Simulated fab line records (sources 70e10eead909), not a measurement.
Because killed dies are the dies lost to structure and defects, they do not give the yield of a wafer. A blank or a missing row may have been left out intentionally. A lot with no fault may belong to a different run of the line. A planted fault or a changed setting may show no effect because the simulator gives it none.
Commonality check across tools || flow nand-harc || Sampled: 3 lots, 9 wafers

WHY THIS WAS OPENED
On 2 of the 3 lots, a flag is raised at NHARC_END_SORT_01 on the reading killed-at-array. No-fault wafers: 29, standard deviation 11.
Rule: a lot is flagged when every wafer of it that has a number lies more than 4 standard deviations from that mean, or none has a number. As for the other lots, they are considered sound.

{"lot": "L230", "measured": "day 22 10:07", "on": "prober-01", "killed-at-array, wafer by wafer": "101 122 96", "flag": "FLAGGED"}
{"lot": "L231", "measured": "day 23 04:53", "on": "prober-01", "killed-at-array, wafer by wafer": "27 26 30", "flag": ""}
{"lot": "L233", "measured": "day 23 19:59", "on": "prober-02", "killed-at-array, wafer by wafer": "94 102 97", "flag": "FLAGGED"}
The mean of the flagged lots' numbers is 102, +73 from the usual (+7 standard deviations).

TOOL THAT RAN EACH LOT
3 process steps preceding the reading are held in the record, out of 1159 steps in the route. Every cell lists first the tool, next ch and the chambers used by the sampled wafers, and last the start.
{"lot": "L230", "flag": "FLAGGED", "NHARC_A_CONTACT_ETCH_135": "har-cap-etch-01 ch 0,1, day 20 07:54", "NHARC_A_BONDPAD_ETCH_34": "rie-diel-10 ch 0,1,2, day 21 03:53", "NHARC_A_BONDPAD_PVD_17": "pvd-sputter-02, day 22 10:07 or earlier"}
{"lot": "L231", "flag": "", "NHARC_A_CONTACT_ETCH_135": "har-cap-etch-03 ch 0,1, day 20 12:55", "NHARC_A_BONDPAD_ETCH_34": "rie-diel-10 ch 0,1, day 21 19:33", "NHARC_A_BONDPAD_PVD_17": "pvd-sputter-02, day 23 04:53 or earlier"}
{"lot": "L233", "flag": "FLAGGED", "NHARC_A_CONTACT_ETCH_135": "har-cap-etch-01 ch 0, day 21 10:09", "NHARC_A_BONDPAD_ETCH_34": "rie-diel-12 ch 0,1,3, day 22 11:53", "NHARC_A_BONDPAD_PVD_17": "pvd-sputter-02, day 23 19:59 or earlier"}
These steps, and what they do:
- NHARC_A_CONTACT_ETCH_135: etches the open film in C4F8/O2/Ar, time 132 s, target depth 1287 nm.
- NHARC_A_BONDPAD_ETCH_34: etches the open film in N2/H2, target depth 60 nm, overetch 18 nm, time 65.91 s.
- NHARC_A_BONDPAD_PVD_17: deposits TaN, target thk 5 nm, time 8.06 s.
- NHARC_END_SORT_01

FLAGGED OVER TOTAL, TOOL BY TOOL (the gauges that took the reading come last)
{"step": "NHARC_A_CONTACT_ETCH_135", "tool": "har-cap-etch-01", "lots run": 2, "flagged": 2, "share of the flagged lots": "all", "sound lots run after its first flagged lot": 0}
{"step": "NHARC_A_CONTACT_ETCH_135", "tool": "har-cap-etch-03", "lots run": 1, "flagged": 0, "share of the flagged lots": "none", "sound lots run after its first flagged lot": "-"}
{"step": "NHARC_A_BONDPAD_ETCH_34", "tool": "rie-diel-10", "lots run": 2, "flagged": 1, "share of the flagged lots": "some", "sound lots run after its first flagged lot": "1 (L231)"}
{"step": "NHARC_A_BONDPAD_ETCH_34", "tool": "rie-diel-12", "lots run": 1, "flagged": 1, "share of the flagged lots": "some", "sound lots run after its first flagged lot": 0}
{"step": "NHARC_A_BONDPAD_PVD_17", "tool": "pvd-sputter-02", "lots run": 3, "flagged": 2, "share of the flagged lots": "all", "sound lots run after its first flagged lot": "1 (L231)"}
{"step": "NHARC_END_SORT_01", "tool": "prober-01", "lots run": 2, "flagged": 1, "share of the flagged lots": "some", "sound lots run after its first flagged lot": "1 (L231)"}
{"step": "NHARC_END_SORT_01", "tool": "prober-02", "lots run": 1, "flagged": 1, "share of the flagged lots": "some", "sound lots run after its first flagged lot": 0}
NHARC_A_BONDPAD_PVD_17 gives no start for some lots, so the hours and the order of its lots are those of NHARC_END_SORT_01.

WHAT THE TABLE ALLOWS
Every flagged lot went through 2 rows of the table: har-cap-etch-01 at NHARC_A_CONTACT_ETCH_135 and pvd-sputter-02 at NHARC_A_BONDPAD_PVD_17.
- har-cap-etch-01 at NHARC_A_CONTACT_ETCH_135: 2 of its 2 lots flagged. It ran no sound lot before its first flagged lot in this sample, so the start can't be narrowed down.
- pvd-sputter-02 at NHARC_A_BONDPAD_PVD_17: 2 of its 3 lots flagged. Lots that were sound ran on it after the first flagged one (L231); a persistent fault on the entire tool would not allow that.
har-cap-etch-01 at NHARC_A_CONTACT_ETCH_135 is the single tool remaining.

WHAT HAD BEEN PUT IN BY THE SIMULATOR
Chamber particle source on har-cap-etch-01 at NHARC_A_CONTACT_ETCH_135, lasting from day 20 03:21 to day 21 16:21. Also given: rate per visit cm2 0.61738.
Shown lots that were struck: L230, L233. The rule above reached the same finding.
